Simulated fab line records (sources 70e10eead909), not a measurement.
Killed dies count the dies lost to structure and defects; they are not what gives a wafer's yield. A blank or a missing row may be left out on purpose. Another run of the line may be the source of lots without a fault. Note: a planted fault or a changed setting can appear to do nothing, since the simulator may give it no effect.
Which of the tools did it?	flow nand harc	24 lots (72 wafers sampled), 1 step of a 1302-step route

## WHAT THE GAUGES SHOWED, per wafer
NHARC_A_WL_FILL_INSPECT_15.
lot	measured	on	raw defect count
L075	day 21 11:32	defect inspect-01	512 634 843
L074	day 21 19:06	defect inspect-01	462 408 373
L076	day 21 22:12	defect inspect-02	442 570 686
L079	day 22 09:08	defect inspect-02	575 480 430
L077	day 22 09:09	defect inspect-02	383 630 408
L078	day 22 18:25	defect inspect-01	676 765 519
L081	day 23 19:52	defect inspect-01	663 736 461
L080	day 23 20:02	defect inspect-01	384 557 509
L082	day 24 12:14	defect inspect-02	540 488 591
L083	day 25 01:21	defect inspect-02	458 396 477
L084	day 25 01:23	defect inspect-01	369 404 445
L085	day 25 13:05	defect inspect-02	391 388 402
L086	day 26 04:17	defect inspect-02	480 433 384
L087	day 26 04:18	defect inspect-02	339 267 350
L088	day 26 20:04	defect inspect-01	394 663 613
L089	day 27 07:58	defect inspect-02	543 1001 397
L090	day 28 00:58	defect inspect-02	499 488 470
L092	day 28 09:07	defect inspect-02	364 337 344
L091	day 28 09:18	defect inspect-02	567 408 502
L093	day 29 03:59	defect inspect-02	516 451 377
L095	day 29 09:17	defect inspect-02	464 421 420
L094	day 29 09:18	defect inspect-02	473 388 484
L096	day 29 09:28	defect inspect-02	347 447 369
L097	day 30 05:41	defect inspect-02	304 341 473

## WHAT TOOL EACH LOT RAN ON (gives the tool, then ch and the chambers of the sampled wafers, and finally the start)
There is no process step in the record ahead of these readings.

## WHAT THE TOOLS THEMSELVES READ (means of the sampled wafers that have a number; where no wafer has one, the mark that the record gives instead)
The record holds no such reading with a usual standard deviation.

## THE ANSWER, worked out from the rows above alone
Rule: usual is defined by the lots themselves. Put in order of their means at a reading, lots are off if they are a third of the lots or fewer, leave a main group of 4 or more, and stand apart from it by a gap of 3 or more times the standard deviation of the main group's means; of several such gaps the widest counts. A main group whose means are all the same, to the digits that the tables above print for the reading, isn't used. Also off: a lot with no number at a reading for which 4 or more lots have one. Any other lot the step has rows for is counted as sound. The gauges are gone through in route order, then the tools' own readings, and for those a lot's mean is taken as printed above. At the first step where some lot is off, the reading lying furthest off is the one used; lots without a number count as furthest.
Nothing can be told from this: no lot is off at any reading shown.

## WHAT THE SIMULATOR PUT IN
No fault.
